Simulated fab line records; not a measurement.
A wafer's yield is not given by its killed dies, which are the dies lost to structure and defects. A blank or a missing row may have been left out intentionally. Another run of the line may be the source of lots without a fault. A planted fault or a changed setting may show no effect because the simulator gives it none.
fab line records    flow n5_finfet
record lots=7  wafers=21
route steps=1938 shown ZERO_LAYER@9 WELL_APT@39 FIN_SAQP@102 FIN_CUT@160 DUMMY_GATE@243 SD_EPI_N@279
start_h: hours from the record's first day to the start of the lot's first wafer shown    wait_h: hours from the lot's prior step to this one    " identical to the entry in the row above    L1.1+2: one row covering several wafers at once    - no value, or no start given    * or withheld: withheld    < > ~ a bound
route shown NAME@n: NAME is a module with steps in the file, n the number in the route of the first one    usual: mean and standard deviation over wafers with no fault    same: alike in all rows    chamber/n: place in a boat    sites: per-site readings    _std_site: their standard deviation    _edge_site: mean of outer sites minus mean of inner sites    radius_mm: for every site, how far away it sits from the centre of the wafer    mask NAME#n: copy n    behind: the most recent tool/chamber to have shaped the wafer    hold: why the lot was held/for how many hours/how that ended    device: the transistor (n, p or np) that didn't switch    end of line: at the end of the route, the tests of the same wafers    a step without rows: its recipe alone    killed: not the wafer's yield, but the dies lost to structure and defects at the first sort    map: the dies of a wafer, with x for killed, . for not killed, _ for no die there
set.NAME: the setting that was run; set.NAME@STEP: the one run at that earlier step    model.NAME: the simulator's own value behind a step, which no gauge read
lots with deliberately changed settings; one table per step, one row per wafer
## steps
# step N5_ZERO_LAYER_EXPOSE_08
# recipe mask_id=ZERO  na=0.55  source_shape=conventional  sigma_outer=0.8  polarization=unpolarized  defocus_nm=0  target_cd_nm=2000  dose_mj=16.2
lot.wafer   tool            chamber  start_h  wait_h  mask    set.dose_mj
L075.1+2+3  krf_scanner-02  0        18.46    -       ZERO#0  16.2
L076.2      krf_scanner-01  0        24.60    -       ZERO#0  16.2
L076.4+6    "               0        "        "       ZERO#0  16.92
L081.2+3+6  krf_scanner-01  0        54.60    -       ZERO#0  16.2
L086.1+3+5  krf_scanner-02  0        84.59    -       ZERO#0  16.2
L087.3+4    krf_scanner-02  0        90.48    -       ZERO#0  16.2
L087.5      "               0        "        "       ZERO#0  17.37
L091.2+3+4  krf_scanner-02  0        114.47   -       ZERO#0  16.2
L092.1+4    krf_scanner-02  0        120.46   -       ZERO#0  16.2
L092.6      "               0        "        "       ZERO#0  15.42
# step N5_ZERO_LAYER_DEVELOP_10
# recipe develop_time_s=60  rinse_liquid=diw  dry=air_spin  dev_temp_c=21
lot.wafer   tool            chamber  start_h  wait_h  set.develop_time_s
L075.1+2+3  litho_track-02  0        -        -       60
L076.2+4    litho_track-05  0        -        -       47.16
L076.6      "               0        "        "       60
L081.2+3+6  litho_track-02  0        -        -       60
L086.1      litho_track-05  0        -        -       60
L086.3+5    "               0        "        "       47.28
L087.3+5    litho_track-01  0        -        -       52.18
L087.4      "               0        "        "       60
L091.2      litho_track-05  0        -        -       60
L091.3+4    "               0        "        "       71.6
L092.1+4    litho_track-05  0        -        -       65.66
L092.6      "               0        "        "       60
# step N5_ZERO_LAYER_HARDBAKE_23
# recipe temp_c=130  time_s=120
# step N5_ZERO_LAYER_CD_MEAS_11
# recipe target_cd_nm=2000  landing_energy_ev=500  detector=se_inlens
# usual cd_nm=2000.3/1.4
lot.wafer  tool       chamber  start_h  wait_h  set.dose_mj@ZERO_LAYER_EXPOSE_08  cd_nm
L075.1     cd_sem-01  0        18.64    -       16.2                              1997.5
L075.2     "          0        "        "       16.2                              2000.7
L075.3     "          0        "        "       16.2                              1999.3
L076.2     cd_sem-02  0        24.77    -       16.2                              1998.0
L076.4     "          0        "        "       16.92                             2008.0
L076.6     "          0        "        "       16.92                             2010.7
L081.2     cd_sem-01  0        54.77    -       16.2                              2002.7
L081.3     "          0        "        "       16.2                              2003.8
L081.6     "          0        "        "       16.2                              2000.8
L086.1     cd_sem-03  0        84.77    -       16.2                              2000.3
L086.3     "          0        "        "       16.2                              1995.8
L086.5     "          0        "        "       16.2                              1994.0
L087.3     cd_sem-02  0        90.64    -       16.2                              1996.8
L087.4     "          0        "        "       16.2                              2002.5
L087.5     "          0        "        "       17.37                             2009.6
L091.2     cd_sem-03  0        114.64   -       16.2                              1999.6
L091.3     "          0        "        "       16.2                              2003.3
L091.4     "          0        "        "       16.2                              2004.5
L092.1     cd_sem-03  0        120.64   -       16.2                              2002.1
L092.4     "          0        "        "       16.2                              2001.2
L092.6     "          0        "        "       15.42                             1989.9
# step N5_WELL_APT_EXPOSE_22
# recipe mask_id=PWELL  na=0.8  source_shape=conventional  sigma_outer=0.8  polarization=unpolarized  defocus_nm=0  target_cd_nm=200  dose_mj=23.2
lot.wafer   tool            chamber  start_h  wait_h  mask     set.dose_mj
L075.1      krf_scanner-02  0        20.72    -       PWELL#0  23.7
L075.2+3    "               0        "        "       PWELL#0  23.2
L076.2+4+6  krf_scanner-01  0        27.45    -       PWELL#0  23.2
L081.2+3+6  krf_scanner-01  0        57.12    -       PWELL#0  23.2
L086.1+5    krf_scanner-02  0        87.23    -       PWELL#0  24.85
L086.3      "               0        "        "       PWELL#0  23.2
L087.3+4    krf_scanner-01  0        92.64    -       PWELL#0  21.93
L087.5      "               0        "        "       PWELL#0  23.2
L091.2+4    krf_scanner-01  0        116.70   -       PWELL#0  24.44
L091.3      "               0        "        "       PWELL#0  23.2
L092.1      krf_scanner-01  0        122.97   -       PWELL#0  23.2
L092.4+6    "               0        "        "       PWELL#0  24.86
# step N5_WELL_APT_PEB_23
# recipe peb_temp_c=130  peb_time_s=90
lot.wafer   tool            chamber  start_h  wait_h  set.peb_time_s
L075.1+2    litho_track-03  0        20.77    0.1     105.5
L075.3      "               0        "        "       90
L076.2+4    litho_track-02  0        27.50    0.0     90
L076.6      "               0        "        "       75.08
L081.2+3+6  litho_track-02  0        57.18    0.0     90
L086.1+5    litho_track-03  0        87.28    0.1     90
L086.3      "               0        "        "       98.72
L087.3      litho_track-04  0        92.69    0.0     90
L087.4+5    "               0        "        "       107.2
L091.2      litho_track-04  0        116.75   0.0     90
L091.3+4    "               0        "        "       71.52
L092.1+4+6  litho_track-04  0        123.03   0.1     79.7
# step N5_WELL_APT_DEVELOP_24
# recipe develop_time_s=45  rinse_liquid=surfactant_rinse  dry=air_spin  dev_temp_c=21
# step N5_WELL_APT_HARDBAKE_29
# recipe temp_c=130  time_s=120
# step N5_WELL_APT_CD_MEAS_25
# recipe target_cd_nm=200  landing_energy_ev=500  detector=se_inlens
# usual cd_nm=199.9/1.3
lot.wafer  tool       chamber  start_h  wait_h  set.dose_mj@WELL_APT_EXPOSE_22  set.peb_time_s@WELL_APT_PEB_23  cd_nm
L075.1     cd_sem-01  0        20.89    -       23.7                            105.5                           207.1
L075.2     "          0        "        "       23.2                            105.5                           205.1
L075.3     "          0        "        "       23.2                            90                              198.0
L076.2     cd_sem-01  0        27.61    -       23.2                            90                              198.5
L076.4     "          0        "        "       23.2                            90                              198.2
L076.6     "          0        "        "       23.2                            75.08                           190.5
L081.2     cd_sem-02  0        57.29    -       23.2                            90                              197.6
L081.3     "          0        "        "       23.2                            90                              198.0
L081.6     "          0        "        "       23.2                            90                              200.6
L086.1     cd_sem-03  0        87.40    -       24.85                           90                              214.0
L086.3     "          0        "        "       23.2                            98.72                           204.4
L086.5     "          0        "        "       24.85                           90                              211.6
L087.3     cd_sem-01  0        92.81    -       21.93                           90                              189.2
L087.4     "          0        "        "       21.93                           107.2                           197.4
L087.5     "          0        "        "       23.2                            107.2                           209.2
L091.2     cd_sem-01  0        116.87   -       24.44                           90                              209.4
L091.3     "          0        "        "       23.2                            71.52                           188.5
L091.4     "          0        "        "       24.44                           71.52                           198.7
L092.1     cd_sem-03  0        123.15   -       23.2                            79.7                            194.9
L092.4     "          0        "        "       24.86                           79.7                            207.7
L092.6     "          0        "        "       24.86                           79.7                            209.2
# step N5_WELL_APT_DESCUM_30
# recipe chemistry=O2  time_s=7.9  source_power_w=50  bias_power_w=20  pressure_mtorr=20  rf_frequency_hz=2.712e+07  temp_c=40  o2_flow_sccm=225
lot.wafer  tool         chamber  start_h  wait_h  set.dose_mj@WELL_APT_EXPOSE_22  set.peb_time_s@WELL_APT_PEB_23  model.WELL_APT.cd_nm
L075.1     rie_diel-02  2        20.98    0.0     23.7                            105.5                           206.8
L075.2     "            1        "        "       23.2                            105.5                           204.9
L075.3     "            0        "        "       23.2                            90                              197.8
L076.2     rie_diel-05  1        27.70    0.0     23.2                            90                              198.6
L076.4     "            1        "        "       23.2                            90                              198.3
L076.6     "            0        "        "       23.2                            75.08                           190.4
L081.2     rie_diel-05  0        57.38    0.0     23.2                            90                              197.4
L081.3     "            3        "        "       23.2                            90                              197.8
L081.6     "            0        "        "       23.2                            90                              200.2
L086.1     rie_diel-02  2        87.49    0.0     24.85                           90                              214.1
L086.3     "            3        "        "       23.2                            98.72                           204.4
L086.5     "            1        "        "       24.85                           90                              211.5
L087.3     rie_diel-04  1        92.89    0.0     21.93                           90                              189.2
L087.4     "            2        "        "       21.93                           107.2                           197.4
L087.5     "            3        "        "       23.2                            107.2                           209.1
L091.2     rie_diel-05  3        116.96   0.0     24.44                           90                              209.4
L091.3     "            1        "        "       23.2                            71.52                           188.6
L091.4     "            2        "        "       24.44                           71.52                           198.4
L092.1     rie_diel-05  1        123.23   0.0     23.2                            79.7                            194.7
L092.4     "            2        "        "       24.86                           79.7                            207.7
L092.6     "            3        "        "       24.86                           79.7                            209
# step N5_FIN_SAQP_HM_DEP_72
# recipe material=SiO2  target_thk_a=120  temp_c=400  precursor=SiH4/N2O  pressure_torr=0.75  rf_w=275  time_s=7.2
lot.wafer  tool      chamber  start_h  wait_h  set.time_s  model.SiO2_of_FIN_SAQP_HM_DEP_72.thk_nm
L075.1     pecvd-03  1        28.14    0.0     7.2         11.85
L075.2     "         0        "        "       6.72        11
L075.3     "         1        "        "       7.2         12.1
L076.2     pecvd-01  0        33.53    0.0     6.208       10.14
L076.4     "         0        "        "       6.208       9.995
L076.6     "         0        "        "       7.2         11.85
L081.2     pecvd-04  1        63.83    0.0     7.2         11.78
L081.3     "         0        "        "       7.2         11.76
L081.6     "         1        "        "       7.2         12.07
L086.1     pecvd-01  1        95.72    0.0     6.141       9.862
L086.3     "         0        "        "       6.141       9.954
L086.5     "         1        "        "       7.2         11.92
L087.3     pecvd-01  0        98.81    0.0     6.807       11.28
L087.4     "         0        "        "       7.2         12.19
L087.5     "         2        "        "       7.2         12.4
L091.2     pecvd-01  2        123.41   0.0     8.144       13.31
L091.3     "         0        "        "       8.144       13.28
L091.4     "         2        "        "       7.2         11.91
L092.1     pecvd-04  1        129.68   0.0     7.2         11.97
L092.4     "         0        "        "       7.2         12.04
L092.6     "         2        "        "       7.2         12.06
# step N5_FIN_SAQP_DESCUM_21
# recipe chemistry=O2  time_s=7.9  source_power_w=50  bias_power_w=20  pressure_mtorr=20  rf_frequency_hz=2.712e+07  temp_c=40  resist=CAR-ArF  o2_flow_sccm=225
lot.wafer  tool         chamber  start_h  wait_h  set.time_s  model.CAR-ArF_of_FIN_SAQP_COAT_10.thk_nm
L075.1     rie_diel-02  3        28.73    0.0     7.9         83.71
L075.2     "            1        "        "       7.9         83.58
L075.3     "            2        "        "       7.9         83.76
L076.2     rie_diel-02  3        34.12    0.1     7.9         83.31
L076.4     "            2        "        "       8.73        82.79
L076.6     "            3        "        "       7.9         83.21
L081.2     rie_diel-02  2        64.55    0.3     7.9         83.46
L081.3     "            3        "        "       7.9         83.57
L081.6     "            0        "        "       7.9         83.42
L086.1     rie_diel-04  2        96.26    0.0     6.346       84.37
L086.3     "            1        "        "       6.346       84.17
L086.5     "            2        "        "       7.9         83.41
L087.3     rie_diel-02  1        99.23    0.0     7.113       84.17
L087.4     "            3        "        "       7.9         83.5
L087.5     "            2        "        "       7.9         83.35
L091.2     rie_diel-02  2        124.16   0.2     7.9         83.38
L091.3     "            1        "        "       7.9         83.12
L091.4     "            0        "        "       7.9         83.13
L092.1     rie_diel-02  1        130.10   0.0     7.9         83.94
L092.4     "            2        "        "       7.9         83.98
L092.6     "            0        "        "       7.9         83.8
# step N5_FIN_SAQP_ETCH_51
# recipe chemistry=CF4  target=SiARC  target_depth_a=455  mask_material=CAR-ArF  time_s=75.8  ion_energy_ev=80  pressure_mtorr=40  source_w=545  bias_w=36  Ar_flow_sccm=100  cf4_flow_sccm=100  ends=cleared
# step N5_FIN_SAQP_ETCH_52
# recipe chemistry=N2/H2  target=SOC  target_depth_a=1000  overetch_a=200  mask_material=SiARC  temp_c=40  time_s=150  ion_energy_ev=200  pressure_mtorr=30  source_w=840  bias_w=150  n2_flow_sccm=200  h2_flow_sccm=200  ends=end_point
# step N5_FIN_SAQP_STRIP_53
# recipe chemistry=N2/H2  temp_c=40  n2_flow_sccm=200  h2_flow_sccm=200  rf_frequency_hz=6e+07
# step N5_FIN_SAQP_HM_OPEN_73
# recipe chemistry=CHF3/O2  target=SiO2  stop_on=a-Si  target_depth_a=120  over_etch_frac=1.8  mask_material=SOC  time_s=16.8  pressure_mtorr=30  source_w=650  bias_w=170  Ar_flow_sccm=200  CHF3_flow_sccm=50  O2_flow_sccm=5  ion_energy_ev=200  ends=end_point
lot.wafer  tool         chamber  start_h  wait_h  set.time_s@FIN_SAQP_HM_DEP_72  model.etch.depth_nm
L075.1     rie_diel-02  3        28.93    0.0     7.2                            11.85
L075.2     "            1        "        "       6.72                           11
L075.3     "            2        "        "       7.2                            12.1
L076.2     rie_diel-02  3        34.31    0.0     6.208                          10.14
L076.4     "            2        "        "       6.208                          9.995
L076.6     "            3        "        "       7.2                            11.85
L081.2     rie_diel-02  2        64.75    0.0     7.2                            11.78
L081.3     "            3        "        "       7.2                            11.76
L081.6     "            0        "        "       7.2                            12.07
L086.1     rie_diel-04  2        96.46    0.0     6.141                          9.862
L086.3     "            1        "        "       6.141                          9.954
L086.5     "            2        "        "       7.2                            11.92
L087.3     rie_diel-02  1        99.43    0.0     6.807                          11.28
L087.4     "            3        "        "       7.2                            12.19
L087.5     "            2        "        "       7.2                            12.4
L091.2     rie_diel-02  2        124.35   0.0     8.144                          13.31
L091.3     "            1        "        "       8.144                          13.28
L091.4     "            0        "        "       7.2                            11.91
L092.1     rie_diel-02  1        130.30   0.0     7.2                            11.97
L092.4     "            2        "        "       7.2                            12.04
L092.6     "            0        "        "       7.2                            12.06
# step N5_FIN_CUT_EXPOSE_05
# recipe mask_id=FIN_CUT  na=0.33  source_shape=annular  sigma_inner=0.35  sigma_outer=0.8  polarization=unpolarized  dose_mj=45.75
lot.wafer   tool            chamber  start_h  wait_h  mask       set.dose_mj
L075.1+2    euv_scanner-02  0        34.14    -       FIN_CUT#0  45.75
L075.3      "               0        "        "       FIN_CUT#0  42.44
L076.2+4    euv_scanner-01  0        39.94    -       FIN_CUT#0  44.7
L076.6      "               0        "        "       FIN_CUT#0  45.75
L081.2+3+6  euv_scanner-01  0        69.36    -       FIN_CUT#0  45.75
L086.1+3+5  euv_scanner-02  0        101.45   -       FIN_CUT#0  45.75
L087.3+4+5  euv_scanner-02  0        106.00   -       FIN_CUT#0  45.75
L091.2      euv_scanner-02  0        130.22   -       FIN_CUT#0  48.32
L091.3+4    "               0        "        "       FIN_CUT#0  45.75
L092.1+4+6  euv_scanner-02  0        135.02   -       FIN_CUT#0  45.75
# step N5_FIN_CUT_PEB_06
# recipe peb_temp_c=100  peb_time_s=60  resist=CAR-EUV
# step N5_FIN_CUT_DEVELOP_07
# recipe develop_time_s=30  developer=TMAH  resist=CAR-EUV  rinse_liquid=surfactant_rinse  dry=air_spin  dev_temp_c=23
# step N5_FIN_CUT_CD_MEAS_08
# recipe target_cd_nm=29.1  landing_energy_ev=500  detector=se_inlens  polarity=opening
# usual cd_nm=29.12/0.23
lot.wafer  tool       chamber  start_h  wait_h  set.dose_mj@FIN_CUT_EXPOSE_05  cd_nm
L075.1     cd_sem-01  0        34.28    -       45.75                          29.19
L075.2     "          0        "        "       45.75                          29.26
L075.3     "          0        "        "       42.44                          28.00
L076.2     cd_sem-01  0        40.07    -       44.7                           28.46
L076.4     "          0        "        "       44.7                           28.59
L076.6     "          0        "        "       45.75                          28.76
L081.2     cd_sem-02  0        69.48    -       45.75                          29.25
L081.3     "          0        "        "       45.75                          29.23
L081.6     "          0        "        "       45.75                          29.24
L086.1     cd_sem-03  0        101.58   -       45.75                          28.63
L086.3     "          0        "        "       45.75                          29.06
L086.5     "          0        "        "       45.75                          28.77
L087.3     cd_sem-02  0        106.12   -       45.75                          29.41
L087.4     "          0        "        "       45.75                          29.70
L087.5     "          0        "        "       45.75                          28.99
L091.2     cd_sem-01  0        130.35   -       48.32                          30.28
L091.3     "          0        "        "       45.75                          28.93
L091.4     "          0        "        "       45.75                          29.02
L092.1     cd_sem-02  0        135.16   -       45.75                          29.17
L092.4     "          0        "        "       45.75                          29.03
L092.6     "          0        "        "       45.75                          28.92
# step N5_FIN_CUT_DESCUM_13
# recipe chemistry=O2  time_s=7  source_power_w=50  bias_power_w=20  pressure_mtorr=20  rf_frequency_hz=2.712e+07  temp_c=40  resist=CAR-EUV  o2_flow_sccm=225
# step N5_FIN_CUT_ETCH_30
# recipe chemistry=N2/H2  target=underlayer  target_depth_a=130  mask_material=CAR-EUV  time_s=10.4  ion_energy_ev=200  pressure_mtorr=30  source_w=840  bias_w=150  n2_flow_sccm=200  h2_flow_sccm=200  ends=cleared
lot.wafer   tool         chamber  start_h  wait_h  set.dose_mj@FIN_CUT_EXPOSE_05  model.FIN_CUT.cd_offset_nm
L075.1      rie_diel-01  2        34.44    0.0     45.75                          0
L075.2      "            1        "        "       45.75                          0.2
L075.3      "            0        "        "       42.44                          -1
L076.2+4    rie_diel-03  3,2      40.23    0.0     44.7                           -0.4
L076.6      "            3        "        "       45.75                          0
L081.2      rie_diel-06  0        69.64    0.0     45.75                          0
L081.3+6    "            3        "        "       45.75                          -0.2
L086.1+3+5  rie_diel-01  1,0,0    101.74   0.0     45.75                          -0.2
L087.3+5    rie_diel-01  0,3      106.28   0.0     45.75                          0
L087.4      "            3        "        "       45.75                          0.2
L091.2      rie_diel-06  2        130.50   0.0     48.32                          0.8
L091.3+4    "            3,2      "        "       45.75                          -0.2
L092.1+4+6  rie_diel-01  2,1,3    135.39   0.0     45.75                          0
# step N5_FIN_CUT_ETCH_20
# recipe chemistry=CF4  target=SiARC  target_depth_a=260  mask_material=CAR-EUV  time_s=43.3  ion_energy_ev=80  pressure_mtorr=40  source_w=545  bias_w=36  Ar_flow_sccm=100  cf4_flow_sccm=100  ends=cleared
lot.wafer   tool         chamber  start_h  wait_h  set.dose_mj@FIN_CUT_EXPOSE_05  model.FIN_CUT.cd_offset_nm
L075.1      rie_diel-01  2        34.46    0.0     45.75                          0
L075.2      "            1        "        "       45.75                          0.2
L075.3      "            0        "        "       42.44                          -1
L076.2+4    rie_diel-03  3,2      40.25    0.0     44.7                           -0.6
L076.6      "            3        "        "       45.75                          0
L081.2+3+6  rie_diel-06  0,3,3    69.66    0.0     45.75                          0
L086.1      rie_diel-01  1        101.76   0.0     45.75                          -0.2
L086.3+5    "            0        "        "       45.75                          -0.4
L087.3+4+5  rie_diel-01  0,3,3    106.30   0.0     45.75                          0
L091.2      rie_diel-06  2        130.52   0.0     48.32                          0.8
L091.3      "            3        "        "       45.75                          -0.2
L091.4      "            2        "        "       45.75                          -0.4
L092.1+4+6  rie_diel-01  2,1,3    135.41   0.0     45.75                          0
# step N5_DUMMY_GATE_ETCH_31
# recipe chemistry=C4F6/O2  target=SiO2  mask_material=SOC  target_depth_a=825  time_s=27.5  ion_energy_ev=250  pressure_mtorr=30  source_w=345  bias_w=185  Ar_flow_sccm=300  C4F6_flow_sccm=10  O2_flow_sccm=10
lot.wafer  tool         chamber  start_h  wait_h  set.target_depth_a  model.etch.depth_nm
L075.1     rie_diel-06  3        54.71    0.0     825                 81.55
L075.2     "            2        "        "       825                 79.96
L075.3     "            1        "        "       777.7               75.64
L076.2     rie_diel-03  1        59.72    0.0     825                 82.15
L076.4     "            1        "        "       825                 82.92
L076.6     "            2        "        "       825                 82.69
L081.2     rie_diel-01  0        88.50    0.0     825                 83.09
L081.3     "            1        "        "       825                 84.78
L081.6     "            2        "        "       825                 83.31
L086.1     rie_diel-06  3        122.11   0.1     825                 83.95
L086.3     "            2        "        "       825                 81.53
L086.5     "            0        "        "       825                 84.19
L087.3     rie_diel-01  0        125.09   0.0     825                 83.27
L087.4     "            2        "        "       825                 83.86
L087.5     "            0        "        "       825                 83.29
L091.2     rie_diel-06  2        151.53   0.1     796.6               78.17
L091.3     "            1        "        "       825                 83.25
L091.4     "            0        "        "       825                 83.36
L092.1     rie_diel-03  0        154.27   0.0     895.8               89.14
L092.4     "            1        "        "       825                 83.36
L092.6     "            0        "        "       825                 82.49
# step N5_DUMMY_GATE_ETCH_32
# recipe chemistry=CF4  target=SiO2  target_depth_a=35  time_s=3.9  ion_energy_ev=350  pressure_mtorr=10  icp_w=800  bias_w=400  cf4_flow_sccm=80
lot.wafer  tool       chamber  start_h  wait_h  set.time_s  model.etch.depth_nm
L075.1     rie_si-02  0        54.96    0.1     4.454       3.984
L075.2     "          2        "        "       3.9         3.483
L075.3     "          3        "        "       4.454       4.055
L076.2     rie_si-01  0        59.97    0.1     3.9         3.475
L076.4     "          3        "        "       3.9         3.429
L076.6     "          3        "        "       3.9         3.468
L081.2     rie_si-02  0        88.74    0.1     3.9         3.468
L081.3     "          2        "        "       3.9         3.483
L081.6     "          3        "        "       3.9         3.467
L086.1     rie_si-03  1        122.36   0.1     3.9         3.558
L086.3     "          0        "        "       3.9         3.498
L086.5     "          2        "        "       3.9         3.541
L087.3     rie_si-02  3        125.33   0.1     3.9         3.542
L087.4     "          1        "        "       3.9         3.536
L087.5     "          0        "        "       4.494       4.009
L091.2     rie_si-03  2        151.77   0.1     3.168       2.901
L091.3     "          1        "        "       3.168       2.863
L091.4     "          2        "        "       3.168       2.893
L092.1     rie_si-02  2        154.52   0.1     3.533       3.199
L092.4     "          0        "        "       3.9         3.512
L092.6     "          0        "        "       3.533       3.183
# step N5_SD_EPI_N_ETCH_16
# recipe chemistry=CHF3/O2  target=SiO2  target_depth_a=50  mask_material=SOC  pressure_mtorr=30  source_w=650  bias_w=170  Ar_flow_sccm=200  CHF3_flow_sccm=50  O2_flow_sccm=5  ion_energy_ev=200
lot.wafer  tool         chamber  start_h  wait_h  set.target_depth_a  model.etch.depth_nm
L075.1     rie_diel-04  0        57.61    0.1     50                  4.905
L075.2     "            3        "        "       50                  5.164
L075.3     "            1        "        "       50                  5.022
L076.2     rie_diel-05  1        62.31    0.1     50                  5.015
L076.4     "            3        "        "       50                  4.93
L076.6     "            2        "        "       45.03               4.461
L081.2     rie_diel-05  0        91.76    0.1     50                  4.947
L081.3     "            2        "        "       50                  4.952
L081.6     "            1        "        "       50                  4.975
L086.1     rie_diel-05  2        124.73   0.1     50                  4.895
L086.3     "            3        "        "       55.12               5.527
L086.5     "            1        "        "       50                  5.016
L087.3     rie_diel-04  1        127.40   0.1     54.04               5.478
L087.4     "            1        "        "       54.04               5.482
L087.5     "            3        "        "       50                  5.125
L091.2     rie_diel-04  1        153.87   0.1     50                  4.975
L091.3     "            3        "        "       50                  5.124
L091.4     "            2        "        "       50                  5.121
L092.1     rie_diel-05  3        156.64   0.1     47.38               4.748
L092.4     "            1        "        "       47.38               4.724
L092.6     "            0        "        "       50                  4.881
## key
split step=N5_ZERO_LAYER_EXPOSE_08  setting=dose_mj  stated=16.2  by=wafer
response step=N5_ZERO_LAYER_CD_MEAS_11  reading=cd_nm  change=+1.87  per=1%  r=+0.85
split step=N5_ZERO_LAYER_DEVELOP_10  setting=develop_time_s  stated=60  by=wafer
response none clear
split step=N5_WELL_APT_EXPOSE_22  setting=dose_mj  stated=23.2  by=wafer
response step=N5_WELL_APT_CD_MEAS_25  reading=cd_nm  slope=+1.89  per=1%  together_with=peb_time_s@WELL_APT_PEB_23  explained=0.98
response step=N5_WELL_APT_DESCUM_30  reading=model.WELL_APT.cd_nm  slope=+1.89  per=1%  together_with=peb_time_s@WELL_APT_PEB_23  explained=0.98
split step=N5_WELL_APT_PEB_23  setting=peb_time_s  stated=90  by=wafer
response step=N5_WELL_APT_CD_MEAS_25  reading=cd_nm  slope=+0.463  per=1%  together_with=dose_mj@WELL_APT_EXPOSE_22  explained=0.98
response step=N5_WELL_APT_DESCUM_30  reading=model.WELL_APT.cd_nm  slope=+0.466  per=1%  together_with=dose_mj@WELL_APT_EXPOSE_22  explained=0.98
split step=N5_FIN_SAQP_HM_DEP_72  setting=time_s  stated=7.2  by=wafer
response step=N5_FIN_SAQP_HM_DEP_72  reading=model.SiO2_of_FIN_SAQP_HM_DEP_72.thk_nm  change=+0.129  per=1%  r=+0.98
response step=N5_FIN_SAQP_HM_OPEN_73  reading=model.etch.depth_nm  change=+0.129  per=1%  r=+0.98
split step=N5_FIN_SAQP_DESCUM_21  setting=time_s  stated=7.9  by=wafer
response step=N5_FIN_SAQP_DESCUM_21  reading=model.CAR-ArF_of_FIN_SAQP_COAT_10.thk_nm  change=-0.0491  per=1%  r=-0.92
split step=N5_FIN_CUT_EXPOSE_05  setting=dose_mj  stated=45.75  by=wafer
response step=N5_FIN_CUT_CD_MEAS_08  reading=cd_nm  change=+0.187  per=1%  r=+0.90
response step=N5_FIN_CUT_ETCH_30  reading=model.FIN_CUT.cd_offset_nm  change=+0.163  per=1%  r=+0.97
response step=N5_FIN_CUT_ETCH_20  reading=model.FIN_CUT.cd_offset_nm  change=+0.174  per=1%  r=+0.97
split step=N5_DUMMY_GATE_ETCH_31  setting=target_depth_a  stated=825  by=wafer
response step=N5_DUMMY_GATE_ETCH_31  reading=model.etch.depth_nm  change=+0.848  per=1%  r=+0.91
split step=N5_DUMMY_GATE_ETCH_32  setting=time_s  stated=3.9  by=wafer
response step=N5_DUMMY_GATE_ETCH_32  reading=model.etch.depth_nm  change=+0.0341  per=1%  r=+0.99
split step=N5_SD_EPI_N_ETCH_16  setting=target_depth_a  stated=50  by=wafer
response step=N5_SD_EPI_N_ETCH_16  reading=model.etch.depth_nm  change=+0.0492  per=1%  r=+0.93
